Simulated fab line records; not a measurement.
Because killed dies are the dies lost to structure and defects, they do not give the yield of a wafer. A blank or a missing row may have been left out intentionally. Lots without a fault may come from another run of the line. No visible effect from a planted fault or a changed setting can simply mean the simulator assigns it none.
The tool behind it: which one? | flow nandHarc | 11 lots with 33 wafers sampled at 6 steps, on a route of 1159 steps

WHAT THE GAUGES READ, wafer by wafer
NHARC_P_GATE_CD_MEAS_46 targets a cd of 720 nm.
lot  | measured     | on       | cdNm (nm)
L627 | day 5 17:26  | cdSem-01 | - - -
L628 | day 5 19:35  | cdSem-03 | 722.0 720.8 722.8
L637 | day 8 13:16  | cdSem-03 | 720.1 720.1 722.6
L638 | day 8 13:07  | cdSem-03 | 721.8 722.4 720.4
L639 | day 8 21:07  | cdSem-02 | 722.0 721.1 719.4
L640 | day 9 01:35  | cdSem-01 | 719.0 719.7 720.3
L642 | day 9 07:04  | cdSem-01 | 719.0 719.3 721.3
L641 | day 9 10:01  | cdSem-02 | 722.0 722.9 721.3
L643 | day 9 16:55  | cdSem-01 | 720.2 717.5 721.3
L645 | day 10 05:46 | cdSem-01 | 723.0 720.5 719.1
L647 | day 10 09:11 | cdSem-02 | 719.4 723.3 719.5

NHARC_END_SORT_01.
lot  | measured     | on        | killedAtArray | killedAtOther | killedAtPeriphery | killedDies  | killedOpen | killedShort
L627 | day 20 00:19 | prober-01 | 19 18 32      | 0 1 0         | 658 658 645       | 677 677 677 | 2 2 3      | 2 3 2
L640 | day 23 02:31 | prober-02 | 44 42 46      | 0 0 0         | 1 5 2             | 45 47 48    | 3 4 3      | 1 3 1
L642 | day 23 17:43 | prober-02 | 30 28 38      | 0 2 1         | 3 7 6             | 33 37 45    | 3 6 3      | 3 5 2

EACH LOT AND THE TOOL THAT RAN IT (in order: tool; ch and the chambers of the sampled wafers; start)
lot  | NHARC_P_GATE_DESCUM_31           | NHARC_P_GATE_ETCH_104            | NHARC_P_GATE_STRIP_101            | NHARC_P_GATE_EXPOSE_43
L627 | rieDiel-11 ch 0,1,3, day 5 05:43 | rieDiel-11 ch 2,3, day 5 05:47   | rieDiel-01 ch 0,2,3, day 5 16:31  | krfScanner-03 ch 0, day 5 17:17
L628 | rieDiel-01 ch 0,2,3, day 5 06:14 | rieDiel-01 ch 1,2,3, day 5 06:19 | rieDiel-01 ch 0,1,2, day 5 18:39  | krfScanner-04 ch 0, day 5 19:26
L637 | rieDiel-01 ch 0,1,2, day 8 01:04 | rieDiel-01 ch 1,2,3, day 8 01:08 | rieDiel-01 ch 1,2, day 8 12:20    | krfScanner-02 ch 0, day 8 13:07
L638 | rieDiel-09 ch 0,1,3, day 8 01:17 | rieDiel-09 ch 0,2,3, day 8 01:23 | rieDiel-09 ch 0,1,3, day 8 12:19  | krfScanner-03 ch 0, day 8 12:57
L639 | rieDiel-09 ch 0,2,3, day 8 09:12 | rieDiel-09 ch 0,2,3, day 8 09:17 | rieDiel-11 ch 0,2,3, day 8 20:12  | krfScanner-03 ch 0, day 8 20:58
L640 | rieDiel-11 ch 0,1,3, day 8 13:43 | rieDiel-11 ch 0,3, day 8 13:50   | rieDiel-01 ch 0,1,2, day 9 00:40  | krfScanner-02 ch 0, day 9 01:26
L642 | rieDiel-11 ch 0,1,3, day 8 19:14 | rieDiel-11 ch 0,1, day 8 19:17   | rieDiel-01 ch 1,2, day 9 06:16    | krfScanner-02 ch 0, day 9 06:55
L641 | rieDiel-09 ch 0,3, day 8 19:58   | rieDiel-09 ch 0,3, day 8 20:17   | rieDiel-01 ch 1,3, day 9 09:06    | krfScanner-03 ch 0, day 9 09:52
L643 | rieDiel-09 ch 0,1,2, day 9 04:06 | rieDiel-09 ch 1,2,3, day 9 04:28 | rieDiel-11 ch 0,1,2, day 9 16:07  | krfScanner-03 ch 0, day 9 16:46
L645 | rieDiel-01 ch 1,2, day 9 17:44   | rieDiel-01 ch 1,2, day 9 17:51   | rieDiel-11 ch 1,3, day 10 04:50   | krfScanner-03 ch 0, day 10 05:36
L647 | rieDiel-11 ch 0,2,3, day 9 21:28 | rieDiel-11 ch 0,1,2, day 9 21:32 | rieDiel-01 ch 0,2,3, day 10 08:18 | krfScanner-03 ch 0, day 10 09:01
- NHARC_P_GATE_DESCUM_31: chemistry O2, time 3 s.
- NHARC_P_GATE_ETCH_104: etches the open film in CF4/CHF3, target depth 60 nm.
- NHARC_P_GATE_STRIP_101: strips in O2, time 20 s.
- NHARC_P_GATE_EXPOSE_43: exposes mask P NSD, target cd 720 nm.

WHAT THE TOOLS THEMSELVES READ (means of the sampled wafers that have a number; where no wafer has one, the mark that the record gives instead)
NHARC_P_GATE_DESCUM_31.
lot  | tool       | drypumpMotorCurrentA (A) | oesProductAu (a.u.) | rfVppV (V) | showerheadPlenumPTorr (Torr) | throttleValvePct (%)
L627 | rieDiel-11 | 5.5                      | 0.991               | 57.7       | 1.88                         | 11.313
L628 | rieDiel-01 | 5.4                      | 0.996               | 58.2       | 1.97                         | 11.317
L637 | rieDiel-01 | 5.6                      | 0.995               | 58.4       | 1.99                         | 11.305
L638 | rieDiel-09 | 5.5                      | 1.007               | 57.4       | 1.93                         | 11.315
L639 | rieDiel-09 | 5.5                      | 0.991               | 56.8       | 1.90                         | 11.307
L640 | rieDiel-11 | 5.4                      | 0.994               | 56.9       | 1.88                         | 11.318
L642 | rieDiel-11 | 5.5                      | 1.005               | 57.9       | 1.88                         | 11.312
L641 | rieDiel-09 | 5.3                      | 1.008               | 57.8       | 1.91                         | 11.317
L643 | rieDiel-09 | 5.4                      | 1.007               | 57.4       | 1.88                         | 11.312
L645 | rieDiel-01 | 5.6                      | 1.007               | 58.3       | 2.04                         | 11.317
L647 | rieDiel-11 | 5.7                      | 0.999               | 57.2       | 1.89                         | 11.314

NHARC_P_GATE_ETCH_104.
lot  | tool       | drypumpMotorCurrentA (A) | oesProductAu (a.u.) | rfFwdPowerW (W) | rfVppV (V) | showerheadPlenumPTorr (Torr) | throttleValvePct (%)
L627 | rieDiel-11 | 5.7                      | 0.958               | 491.7           | 370.9      | 1.59                         | 16.804
L628 | rieDiel-01 | 5.4                      | 0.963               | 491.1           | 370.5      | 1.58                         | 16.805
L637 | rieDiel-01 | 5.4                      | 0.948               | 493.0           | 372.9      | 1.65                         | 16.805
L638 | rieDiel-09 | 5.6                      | 0.952               | 493.3           | 370.6      | 1.56                         | 16.799
L639 | rieDiel-09 | 5.5                      | 0.968               | 493.0           | 370.4      | 1.56                         | 16.789
L640 | rieDiel-11 | 5.6                      | 0.945               | 491.7           | 368.1      | 1.52                         | 16.807
L642 | rieDiel-11 | 5.2                      | 0.921               | 493.8           | 370.6      | 1.58                         | 16.795
L641 | rieDiel-09 | 5.6                      | 0.925               | 492.4           | 372.1      | 1.60                         | 16.799
L643 | rieDiel-09 | 5.7                      | 0.937               | 493.8           | 370.7      | 1.57                         | 16.802
L645 | rieDiel-01 | 5.6                      | 0.940               | 491.5           | 373.7      | 1.67                         | 16.799
L647 | rieDiel-11 | 5.5                      | 0.968               | 494.0           | 371.9      | 1.58                         | 16.801

NHARC_P_GATE_STRIP_101.
lot  | tool       | drypumpMotorCurrentA (A) | oesProductAu (a.u.) | rfVppV (V) | showerheadPlenumPTorr (Torr) | throttleValvePct (%)
L627 | rieDiel-01 | 5.40                     | 1.004               | 57.4       | 3.63                         | 17.036
L628 | rieDiel-01 | 5.61                     | 1.003               | 58.1       | 3.49                         | 17.031
L637 | rieDiel-01 | 5.66                     | 0.995               | 57.6       | 3.74                         | 17.030
L638 | rieDiel-09 | 5.53                     | 0.997               | 57.9       | 3.56                         | 17.037
L639 | rieDiel-11 | 5.72                     | 1.004               | 57.8       | 3.49                         | 17.043
L640 | rieDiel-01 | 5.60                     | 0.995               | 58.1       | 3.66                         | 17.040
L642 | rieDiel-01 | 5.67                     | 0.993               | 58.1       | 3.69                         | 17.037
L641 | rieDiel-01 | 5.43                     | 0.985               | 57.7       | 3.76                         | 17.034
L643 | rieDiel-11 | 5.51                     | 1.003               | 56.5       | 3.55                         | 17.036
L645 | rieDiel-11 | 5.28                     | 1.001               | 58.1       | 3.59                         | 17.035
L647 | rieDiel-01 | 5.44                     | 1.002               | 58.2       | 3.61                         | 17.039

NHARC_P_GATE_EXPOSE_43.
lot  | tool          | stageVelMmS (mm/s)
L627 | krfScanner-03 | 500.34
L628 | krfScanner-04 | 500.14
L637 | krfScanner-02 | 499.70
L638 | krfScanner-03 | 500.03
L639 | krfScanner-03 | 499.69
L640 | krfScanner-02 | 500.16
L642 | krfScanner-02 | 500.21
L641 | krfScanner-03 | 499.79
L643 | krfScanner-03 | 499.99
L645 | krfScanner-03 | 499.80
L647 | krfScanner-03 | 500.14

THE ANSWER, worked out from the rows above alone
Rule: what is usual is taken from the lots themselves. The widest of any qualifying gaps counts: lots, ordered by their means at a reading, are off when they make up no more than a third of the lots, leave a main group of 4 or more, and stand apart from it by 3 or more times the standard deviation of that group's means. A main group whose means are all the same, to the digits that the tables above print for the reading, isn't used. A lot without any number at a reading at which 4 lots or more have one is off too. Where the step has rows for the other lots, those lots are counted as sound. First the gauges in route order, then the tools' own readings, where a lot's mean is used as printed above. The first step at which some lot is off is used, and at that step the reading that is off furthest; a lot without a number counts as furthest.
Off at NHARC_P_GATE_CD_MEAS_46 (cdNm): L627. Without a number there: L627. For the main group the mean is 720.8 nm and the standard deviation 0.82.
A tool fits if, at a process step before that reading, it ran every lot that is off, and no sound lot after the first of them. The gauges at NHARC_P_GATE_CD_MEAS_46 are tried like those tools. Of those tried, none fits.

WHAT HAD BEEN PUT IN BY THE SIMULATOR
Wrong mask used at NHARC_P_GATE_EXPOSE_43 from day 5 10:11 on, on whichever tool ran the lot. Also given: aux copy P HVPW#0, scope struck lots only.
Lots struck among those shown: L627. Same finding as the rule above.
